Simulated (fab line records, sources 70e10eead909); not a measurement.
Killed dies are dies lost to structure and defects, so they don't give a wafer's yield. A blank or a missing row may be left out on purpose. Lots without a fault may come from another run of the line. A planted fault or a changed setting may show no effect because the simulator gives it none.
A struck lot beside a sound one | flow nand_harc | 14 steps out of a route of 1159
Sound: wafers L871.2, L871.3, L871.4. Struck: wafers L877.2, L877.4, L877.5. The cause comes at the end.
At each step with rows: each side's tool, then ch and its chambers, then its first start. Under that, the readings that differ: sound wafers | struck wafers | difference of the means | sigmas: that difference in standard deviations of wafers without a fault.
alike: readings whose means differ by less than 2 such deviations, and words and numbers that are the same on both sides. not compared: withheld readings, readings that some wafer has no value for, bounds like >300 that may hide the same value, and numbers for which the record gives no deviation and whose values overlap.
The two part at a step that has a row with sigmas, a row that says differs or no value, or rows on one side only. Numbers that don't overlap but have no deviation are shown without sigmas and don't part them. A reading that every wafer of one side lacks parts them only if that side has two wafers or more.

NHARC_P_M1_PRE_CLEAN_30: time 30 s.
  sound on pvd_sputter-02; struck on pvd_sputter-02
  alike: heater_power_w, susceptor_temp_C
NHARC_P_M1_PVD_20: deposits TaN, target thk 5 nm, time 8.06 s.
  sound on pvd_sputter-02; struck on pvd_sputter-02
  alike: chamber_pressure_pa, throttle_valve_pct
NHARC_P_M1_PVD_21: deposits Cu, target thk 30 nm, time 20.49 s.
  sound on pvd_sputter-02; struck on pvd_sputter-02
  alike: chamber_pressure_pa, throttle_valve_pct
then, 3 steps without rows for these wafers: NHARC_P_M1_ECD_22 (material Cu, target thk 400 nm); NHARC_P_M1_ANNEAL_31 (time 90 s); NHARC_P_M1_CMP_23 (polishes, t overpolish 20 s, target thk 157.82 nm).
NHARC_P_M1_THK_MEAS_24: measures by xrf.
  sound on film_metro-02, day 7 00:28; struck on film_metro-02, day 9 01:11
  alike: thk_nm
then, 1 step without rows for these wafers: NHARC_P_M1_SRD_25.
NHARC_P_M1_INSPECT_27:
  sound on defect_inspect-01, day 7 00:37; struck on defect_inspect-01, day 9 01:20
  alike: raw_defect_count
NHARC_P_M1_PRE_CLEAN_32: time 12 s.
  sound on pecvd-04 ch 0,1,2, day 7 00:41; struck on pecvd-01 ch 0,1,2, day 9 01:26
  alike: heater_power_w, susceptor_temp_C
NHARC_P_M1_DEP_33: deposits SiCN, target thk 30 nm.
  sound on pecvd-04 ch 0,1,2, day 7 00:46; struck on pecvd-01 ch 0,1,2, day 9 01:35
  alike: heater_power_w, susceptor_temp_C
NHARC_P_M2_DEP_00: deposits SiOC, target thk 182.5 nm.
  sound on pecvd-04 ch 0,1,2, day 7 01:17; struck on pecvd-02 ch 0,1,2, day 9 02:43
then, 1 step without rows for these wafers: NHARC_P_M2_DEHYDRATE_01 (time 120 s).
-- the record jumps here: 13 days lie between the struck wafers' starts before and after (it left off in module P_M2 and takes up again in module END, whose first step shown is number 1159 of the route) --
NHARC_END_SORT_01:
  sound on prober-01 ch 0, day 21 10:58; struck on prober-01 ch 0, day 22 10:29
  reading                  | sound          | struck         | difference | sigmas
  defect_limited_yield (%) | 95.3 95.9 95.0 | 0 0 0          | -95        | -60
  killed_at_periphery      | 2 0 2          | 663 663 661    | +661       | +99 or more
  killed_dies              | 32 28 34       | 677 677 677    | +646       | +59
  sort_bin_2_pct (%)       | 1.2 1.3 1.8    | 97.9 97.9 98.1 | +96.5      | +99 or more
  sort_n_pass              | 645 649 643    | 0 0 0          | -646       | -59
  sort_rim_yield_pct (%)   | 93 93 95       | 0 0 0          | -94        | -28
  sort_yield_pct (%)       | 95.3 95.9 95.0 | 0 0 0          | -95        | -60
  alike: killed_at_array, killed_at_other, killed_open, killed_short, sort_bin_3_pct, sort_bin_4_pct

WHERE THEY PART
Only at NHARC_END_SORT_01, within this record.

WHY: what the simulator had put in
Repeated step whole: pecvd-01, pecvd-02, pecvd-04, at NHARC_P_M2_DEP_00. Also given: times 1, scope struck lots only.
